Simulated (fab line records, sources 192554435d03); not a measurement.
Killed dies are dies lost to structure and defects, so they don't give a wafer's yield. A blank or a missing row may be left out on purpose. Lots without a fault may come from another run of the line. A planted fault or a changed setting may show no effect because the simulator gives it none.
A struck lot beside a sound one | flow n5_finfet | 42 steps out of a route of 1938
Sound: wafers L608.2, L608.3, L608.4. Struck: wafers L615.3, L615.4, L615.6. The cause comes at the end.
At each step with rows: each side's tool, then ch and its chambers, then its first start. Under that, the readings that differ: sound wafers | struck wafers | difference of the means | sigmas: that difference in standard deviations of wafers without a fault.
alike: readings whose means differ by less than 2 such deviations, and words and numbers that are the same on both sides. not compared: withheld readings, readings that some wafer has no value for, bounds like >300 that may hide the same value, and numbers for which the record gives no deviation and whose values overlap.
The two part at a step that has a row with sigmas, a row that says differs or no value, or rows on one side only. Numbers that don't overlap but have no deviation are shown without sigmas and don't part them. A reading that every wafer of one side lacks parts them only if that side has two wafers or more.

first, 2 steps without rows for these wafers: N5_BEOL_M3_ETCH_41 (etches SiCN in CH3F/O2, target depth 29.9 nm, time 52.5 s); N5_BEOL_M3_STRIP_97 (strips in N2/H2, time 10 s).
N5_BEOL_M3_OCD_MEAS_38:
  sound on ocd-02, day 7 12:04; struck on ocd-02, day 9 08:25
  alike: trench_depth_nm
then, 4 steps without rows for these wafers: N5_BEOL_M3_HM_STRIP_39 (strips TiN in peroxide tin strip, target depth 25 nm, time 158 s); N5_BEOL_M3_SRD_40 (time 30 s); N5_BEOL_M3_PRECLEAN_42 (cleans in residue remover, time 60 s); N5_BEOL_M3_SRD_43 (time 30 s).
N5_BEOL_M3_CD_MEAS_35: target cd 18 nm, target cd y 21 nm.
  sound on cd_sem-02, day 7 12:13; struck on cd_sem-03, day 9 08:34
  alike: cd_nm
then, 4 steps without rows for these wafers: N5_BEOL_M3_DEGAS_44 (time 60 s); N5_BEOL_M3_PRE_CLEAN_45 (time 30 s); N5_BEOL_M3_ALD_84 (deposits TaN, pulse time 2 s, purge time 3 s, co reactant purge time 2 s); N5_BEOL_M3_SURFACE_TREAT_85.
N5_BEOL_M3_CVD_47: deposits Co from CCTBA/H2, target thk 3 nm, time 223.8 s.
  sound on cvd_co-01 ch 0,1,2, day 7 13:29; struck on cvd_co-02 ch 0,2, day 9 09:20
  not compared: since_wet_clean_h
then, 1 step without rows for these wafers: N5_BEOL_M3_SPUTTER_48 (material Cu, target thk 4.5 nm, time 8.29 s).
N5_BEOL_M3_ANNEAL_49: time 240 s.
  sound on pvd_sputter-03, day 7 15:25; struck on pvd_sputter-03, day 9 09:38
  alike: heater_power_w
then, 1 step without rows for these wafers: N5_BEOL_M3_SPUTTER_79 (material Cu, target thk 4.5 nm, time 8.29 s).
N5_BEOL_M3_ANNEAL_80: time 240 s.
  sound on pvd_sputter-03, day 7 15:38; struck on pvd_sputter-03, day 9 09:52
  alike: heater_power_w
then, 5 steps without rows for these wafers: N5_BEOL_M3_SPUTTER_81 (material Cu, target thk 4.5 nm, time 8.29 s); N5_BEOL_M3_ANNEAL_82 (time 240 s); N5_BEOL_M3_SPUTTER_86 (material Cu, target thk 4.5 nm, time 8.29 s); N5_BEOL_M3_ANNEAL_87 (time 240 s); N5_BEOL_M3_SPUTTER_88 (material Cu, target thk 4.5 nm, time 8.29 s).
N5_BEOL_M3_ANNEAL_89: time 240 s.
  sound on pvd_sputter-03, day 7 16:18; struck on pvd_sputter-03, day 9 10:31
  alike: heater_power_w
then, 1 step without rows for these wafers: N5_BEOL_M3_SPUTTER_90 (material Cu, target thk 4.5 nm, time 8.29 s).
N5_BEOL_M3_ANNEAL_91: time 240 s.
  sound on pvd_sputter-03, day 7 16:31; struck on pvd_sputter-03, day 9 10:44
  alike: heater_power_w
then, 1 step without rows for these wafers: N5_BEOL_M3_SPUTTER_92 (material Cu, target thk 4.5 nm, time 8.29 s).
N5_BEOL_M3_ANNEAL_93: time 240 s.
  sound on pvd_sputter-03, day 7 16:44; struck on pvd_sputter-03, day 9 10:58
  alike: heater_power_w
then, 6 steps without rows for these wafers: N5_BEOL_M3_SPUTTER_94 (material Cu, target thk 4.5 nm, time 8.29 s); N5_BEOL_M3_ANNEAL_95 (time 240 s); N5_BEOL_M3_SPUTTER_96 (material Cu, target thk 4.5 nm, time 8.29 s); N5_BEOL_M3_ECD_50 (material Cu, target thk 300 nm); N5_BEOL_M3_ANNEAL_51 (time 90 s); N5_BEOL_M3_CMP_52 (polishes, stops on SiOC, t overpolish 6.8 s, target thk 40 nm).
N5_BEOL_M3_THK_MEAS_53: measures by xrf.
  sound on film_metro-02, day 7 17:53; struck on film_metro-02, day 9 12:20
  alike: M3_THK
then, 4 steps without rows for these wafers: N5_BEOL_M3_PRE_CLEAN_60 (time 15 s); N5_BEOL_M3_CO_CAP_55 (material Co, precursor CCTBA/H2, target thk 2 nm, time 102.1 s); N5_BEOL_M3_PRE_CLEAN_56 (time 15 s); N5_BEOL_M3_DEP_57 (deposits SiCN from 3MS/NH3, target thk 8 nm, time 14 s).
N5_BEOL_M3_RS_MEAS_58: measures by four-point-probe.
  sound on film_metro-01, day 7 18:10; struck on film_metro-02, day 9 12:35
  alike: M3_RS
then, 1 step without rows for these wafers: N5_BEOL_M4_ILD_DEP_00 (deposits SiOC from DEMS/O2, target thk 79 nm, time 15.3 s).
N5_BEOL_M4_THK_MEAS_01:
  sound on film_metro-02, day 7 18:17; struck on film_metro-02, day 9 12:43
  alike: M4_ILD_THK
-- the record jumps here: 5 days lie between the struck wafers' starts before and after (it left off in module BEOL_M4 and takes up again in module PASSIVATION, whose first step shown is number 1936 of the route) --
N5_PASSIVATION_PROBE_49:
  sound on prober-02, day 13 01:56; struck on prober-01, day 14 16:43
  reading                  | sound          | struck         | difference | sigmas
  defect_limited_yield (%) | 90.3 91.9 92.5 | 81.9 83.0 82.8 | -9.0       | -7
  killed_at_M0_to_M3       | 36 31 27       | 161 168 160    | +132       | +13
  killed_at_contacts       | 25 15 9        | 6 0 3          | -13        | -2
  killed_at_other          | 10 2 11        | 3 0 1          | -6         | -2
  killed_dies              | 114 95 88      | 214 201 203    | +107       | +7
  sort_bin_5_function (%)  | 5.2 4.8 4.2    | 11.2 10.4 10.8 | +6.1       | +7
  sort_n_pass              | 1066 1085 1092 | 966 979 977    | -107       | -7
  sort_yield_pct (%)       | 90.3 91.9 92.5 | 81.9 83.0 82.8 | -9.0       | -7
  alike: killed_at_M4_up, killed_at_front_end, killed_open, killed_short, sort_bin_6_memory

WHERE THEY PART
Only at N5_PASSIVATION_PROBE_49, within this record.

WHY: what the simulator had put in
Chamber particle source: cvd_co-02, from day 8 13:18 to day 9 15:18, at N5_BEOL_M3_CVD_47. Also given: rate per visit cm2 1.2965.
